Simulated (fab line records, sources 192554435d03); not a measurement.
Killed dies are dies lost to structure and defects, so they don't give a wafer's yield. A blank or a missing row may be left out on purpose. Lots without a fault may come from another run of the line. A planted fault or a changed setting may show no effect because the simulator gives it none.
Chamber matching | flow n5_finfet | N5_MOL_CONTACT_COAG_ETCH_110 on rie_diel-05: 4 sister chambers
The step etches Si in CF4/O2, target depth 2.5 nm, time 8 s. 14 wafers are shown with their chamber, then 7 later ones without.

WAFERS WITH THEIR CHAMBER
wafer  | chamber | drypump_motor_current_A (A) | showerhead_plenum_p_Torr (Torr) | throttle_valve_pct (%)
L308.1 | 3       | 4.7                         | 2.18                            | 10.62
L308.3 | 1       | 5.8                         | 2.18                            | 10.75
L308.6 | 3       | 4.7                         | 2.18                            | 10.63
L310.1 | 0       | 5.2                         | 2.15                            | 10.54
L310.4 | 3       | 4.7                         | 2.18                            | 10.64
L310.6 | 3       | 4.7                         | 2.18                            | 10.63
L312.2 | 2       | 6.0                         | 2.24                            | 10.81
L312.3 | 3       | 4.7                         | 2.18                            | 10.65
L312.6 | 3       | 4.7                         | 2.18                            | 10.64
L315.3 | 1       | 5.9                         | 2.18                            | 10.80
L315.4 | 2       | 6.0                         | 2.24                            | 10.82
L317.2 | 1       | 5.9                         | 2.18                            | 10.80
L325.1 | 1       | 5.8                         | 2.17                            | 10.84
L325.4 | 0       | 5.2                         | 2.14                            | 10.63

SIGNATURES (means of the wafers above)
reading                  | chamber 0 | chamber 1 | chamber 2 | chamber 3 | scatter within a chamber
drypump_motor_current_A  | 5.200     | 5.850     | 6.000     | 4.700     | 0.0316
showerhead_plenum_p_Torr | 2.1450    | 2.1775    | 2.2400    | 2.1800    | 0.00354
throttle_valve_pct       | 10.5850   | 10.7975   | 10.8150   | 10.6350   | 0.0295
Rule: a wafer's distance from a chamber is the root of the sum, over the readings, of the square of ((its reading less the chamber's mean) divided by the reading's scatter). The wafer belongs to the nearest chamber; if the next one is less than 2 further off, it can't be placed. The scatter: the root of (the sum of the squares of (reading less its chamber's mean) over the shown wafers, divided by (wafers less chambers)).

WAFERS WITHOUT THEIR CHAMBER
wafer  | drypump_motor_current_A (A) | showerhead_plenum_p_Torr (Torr) | throttle_valve_pct (%)
L325.6 | 6.0                         | 2.23                            | 10.89
L327.3 | 5.2                         | 2.14                            | 10.64
L327.4 | 5.9                         | 2.17                            | 10.87
L327.5 | 5.8                         | 2.17                            | 10.87
L331.2 | 4.7                         | 2.16                            | 10.78
L331.3 | 5.2                         | 2.14                            | 10.69
L331.4 | 5.9                         | 2.17                            | 10.88

WHICH CHAMBER EACH WENT THROUGH
wafer  | from the rows above | in truth
L325.6 | 2                   | 2
L327.3 | 0                   | 0
L327.4 | 1                   | 1
L327.5 | 1                   | 1
L331.2 | 3                   | 3
L331.3 | 0                   | 0
L331.4 | 1                   | 1
Placed correctly: 7 of 7. Can't be placed from these rows: 0. Placed wrongly: 0.
